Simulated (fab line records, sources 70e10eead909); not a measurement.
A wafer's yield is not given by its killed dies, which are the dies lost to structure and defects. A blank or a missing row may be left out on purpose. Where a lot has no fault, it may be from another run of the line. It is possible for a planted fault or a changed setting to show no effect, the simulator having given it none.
Chamber matching || flow nandHarc || NHARC_P_ZERO_WELL_DESCUM_26 on rieDiel-05 has 4 sister chambers
The step chemistry O2, time 3 s. 16 wafers are shown with their chamber, then 8 later ones without.

## WAFERS, EACH WITH ITS CHAMBER
{"wafer": "L963.3", "chamber": 2, "showerheadPlenumPTorr (Torr)": 1.82, "drypumpMotorCurrentA (A)": 6.4, "oesProductAu (a.u.)": 0.999}
{"wafer": "L963.5", "chamber": 0, "showerheadPlenumPTorr (Torr)": 1.77, "drypumpMotorCurrentA (A)": 5.6, "oesProductAu (a.u.)": 0.999}
{"wafer": "L963.6", "chamber": 2, "showerheadPlenumPTorr (Torr)": 1.82, "drypumpMotorCurrentA (A)": 6.5, "oesProductAu (a.u.)": 1.005}
{"wafer": "L964.1", "chamber": 3, "showerheadPlenumPTorr (Torr)": 2.01, "drypumpMotorCurrentA (A)": 5.2, "oesProductAu (a.u.)": 1.017}
{"wafer": "L964.2", "chamber": 1, "showerheadPlenumPTorr (Torr)": 1.85, "drypumpMotorCurrentA (A)": 5.3, "oesProductAu (a.u.)": 1.005}
{"wafer": "L964.5", "chamber": 1, "showerheadPlenumPTorr (Torr)": 1.85, "drypumpMotorCurrentA (A)": 5.3, "oesProductAu (a.u.)": 1.011}
{"wafer": "L968.1", "chamber": 1, "showerheadPlenumPTorr (Torr)": 1.85, "drypumpMotorCurrentA (A)": 5.3, "oesProductAu (a.u.)": 1.005}
{"wafer": "L968.5", "chamber": 1, "showerheadPlenumPTorr (Torr)": 1.85, "drypumpMotorCurrentA (A)": 5.3, "oesProductAu (a.u.)": 1.000}
{"wafer": "L968.6", "chamber": 0, "showerheadPlenumPTorr (Torr)": 1.77, "drypumpMotorCurrentA (A)": 5.5, "oesProductAu (a.u.)": 0.994}
{"wafer": "L974.2", "chamber": 3, "showerheadPlenumPTorr (Torr)": 2.00, "drypumpMotorCurrentA (A)": 5.2, "oesProductAu (a.u.)": 1.003}
{"wafer": "L974.3", "chamber": 1, "showerheadPlenumPTorr (Torr)": 1.85, "drypumpMotorCurrentA (A)": 5.3, "oesProductAu (a.u.)": 1.011}
{"wafer": "L974.6", "chamber": 3, "showerheadPlenumPTorr (Torr)": 2.00, "drypumpMotorCurrentA (A)": 5.2, "oesProductAu (a.u.)": 1.005}
{"wafer": "L976.1", "chamber": 3, "showerheadPlenumPTorr (Torr)": 2.00, "drypumpMotorCurrentA (A)": 5.1, "oesProductAu (a.u.)": 1.017}
{"wafer": "L976.3", "chamber": 1, "showerheadPlenumPTorr (Torr)": 1.84, "drypumpMotorCurrentA (A)": 5.3, "oesProductAu (a.u.)": 1.022}
{"wafer": "L976.6", "chamber": 3, "showerheadPlenumPTorr (Torr)": 2.00, "drypumpMotorCurrentA (A)": 5.2, "oesProductAu (a.u.)": 1.014}
{"wafer": "L978.2", "chamber": 2, "showerheadPlenumPTorr (Torr)": 1.81, "drypumpMotorCurrentA (A)": 6.5, "oesProductAu (a.u.)": 0.997}

SIGNATURES, as means of the wafers listed above
{"reading": "showerheadPlenumPTorr", "chamber 0": 1.7700, "chamber 1": 1.8483, "chamber 2": 1.8167, "chamber 3": 2.0020, "scatter within a chamber": 0.00438}
{"reading": "drypumpMotorCurrentA", "chamber 0": 5.550, "chamber 1": 5.300, "chamber 2": 6.467, "chamber 3": 5.180, "scatter within a chamber": 0.0405}
{"reading": "oesProductAu", "chamber 0": 0.99650, "chamber 1": 1.00900, "chamber 2": 1.00033, "chamber 3": 1.01120, "scatter within a chamber": 0.00657}
Rule: for each reading, subtract the chamber's mean from the wafer's reading, divide by that reading's scatter and square the result; add these up over the readings and take the root, which gives the wafer's distance from the chamber. The wafer belongs to the nearest chamber; if the next one is less than 2 further off, it can't be placed. The scatter: the root of (the sum of the squares of (reading less its chamber's mean) over the shown wafers, divided by (wafers less chambers)).

## WAFERS MISSING THEIR CHAMBER
{"wafer": "L978.5", "showerheadPlenumPTorr (Torr)": 2.00, "drypumpMotorCurrentA (A)": 5.2, "oesProductAu (a.u.)": 1.018}
{"wafer": "L978.6", "showerheadPlenumPTorr (Torr)": 1.81, "drypumpMotorCurrentA (A)": 6.5, "oesProductAu (a.u.)": 1.007}
{"wafer": "L985.1", "showerheadPlenumPTorr (Torr)": 1.83, "drypumpMotorCurrentA (A)": 5.3, "oesProductAu (a.u.)": 0.997}
{"wafer": "L985.3", "showerheadPlenumPTorr (Torr)": 1.99, "drypumpMotorCurrentA (A)": 5.2, "oesProductAu (a.u.)": 1.000}
{"wafer": "L985.4", "showerheadPlenumPTorr (Torr)": 1.80, "drypumpMotorCurrentA (A)": 6.5, "oesProductAu (a.u.)": 0.978}
{"wafer": "L986.1", "showerheadPlenumPTorr (Torr)": 2.08, "drypumpMotorCurrentA (A)": 5.6, "oesProductAu (a.u.)": 1.006}
{"wafer": "L986.2", "showerheadPlenumPTorr (Torr)": 1.99, "drypumpMotorCurrentA (A)": 5.2, "oesProductAu (a.u.)": 1.003}
{"wafer": "L986.5", "showerheadPlenumPTorr (Torr)": 1.83, "drypumpMotorCurrentA (A)": 5.3, "oesProductAu (a.u.)": 0.990}

## CHAMBER TAKEN BY EACH
{"wafer": "L978.5", "from the rows above": 3, "in truth": 3}
{"wafer": "L978.6", "from the rows above": 2, "in truth": 2}
{"wafer": "L985.1", "from the rows above": 1, "in truth": 1}
{"wafer": "L985.3", "from the rows above": 3, "in truth": 3}
{"wafer": "L985.4", "from the rows above": 2, "in truth": 2}
{"wafer": "L986.1", "from the rows above": 3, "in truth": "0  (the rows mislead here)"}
{"wafer": "L986.2", "from the rows above": 3, "in truth": 3}
{"wafer": "L986.5", "from the rows above": 1, "in truth": 1}
Placed correctly: 7 of 8. Left unplaced by these rows: 0. Wrongly placed: 1.
